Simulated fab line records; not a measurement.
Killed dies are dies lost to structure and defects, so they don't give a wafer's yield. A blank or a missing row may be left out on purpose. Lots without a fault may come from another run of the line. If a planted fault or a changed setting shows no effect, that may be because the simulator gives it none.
Chamber matching -- flow n5-finfet -- N5_BEOL_M11_ILD_DEP_00 on pecvd-01 has 3 sister chambers
The step deposits SiCOH lowk from DEMS/porogen, target thk 308.51 nm, time 58 s. 6 wafers are shown with their chamber, then 7 later ones without.

== WAFERS PAIRED WITH THEIR CHAMBERS ==
wafer,chamber,throttle-valve-pct (%),heater-power-w (W)
L081.2,0,13.2,329
L081.6,2,12.9,315
L085.2,0,13.3,320
L085.4,1,15.5,334
L084.2,1,15.2,391
L084.4,2,13.1,313

== WAFERS MISSING THEIR CHAMBER ==
wafer,throttle-valve-pct (%),heater-power-w (W)
L084.5,13.6,312
L087.1,13.4,295
L087.4,13.0,305
L087.6,13.1,307
L094.1,13.3,306
L094.2,13.1,293
L094.3,15.3,390

== WHICH CHAMBER EACH WENT THROUGH ==
wafer,from the rows above,in truth
L084.5,can't be placed: 0 or 2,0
L087.1,can't be placed: 0 or 2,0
L087.4,can't be placed: 2 or 0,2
L087.6,can't be placed: 2 or 0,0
L094.1,can't be placed: 0 or 2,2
L094.2,can't be placed: 2 or 0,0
L094.3,1,1
Placed correctly: 1 of 7. These rows do not allow placing 6 (true chamber among the candidates in 6). Placed wrongly: 0.
How it was worked out, from the rows above alone: a wafer's distance from a chamber is the root of the sum, over the readings, of the square of ((its reading less the chamber's mean) divided by the reading's scatter). The wafer belongs to the nearest chamber; if the next one is less than 2 further off, it can't be placed. A chamber's mean is the mean of its shown wafers. The scatter: the root of (the sum of the squares of (reading less its chamber's mean) over the shown wafers, divided by (wafers less chambers)).
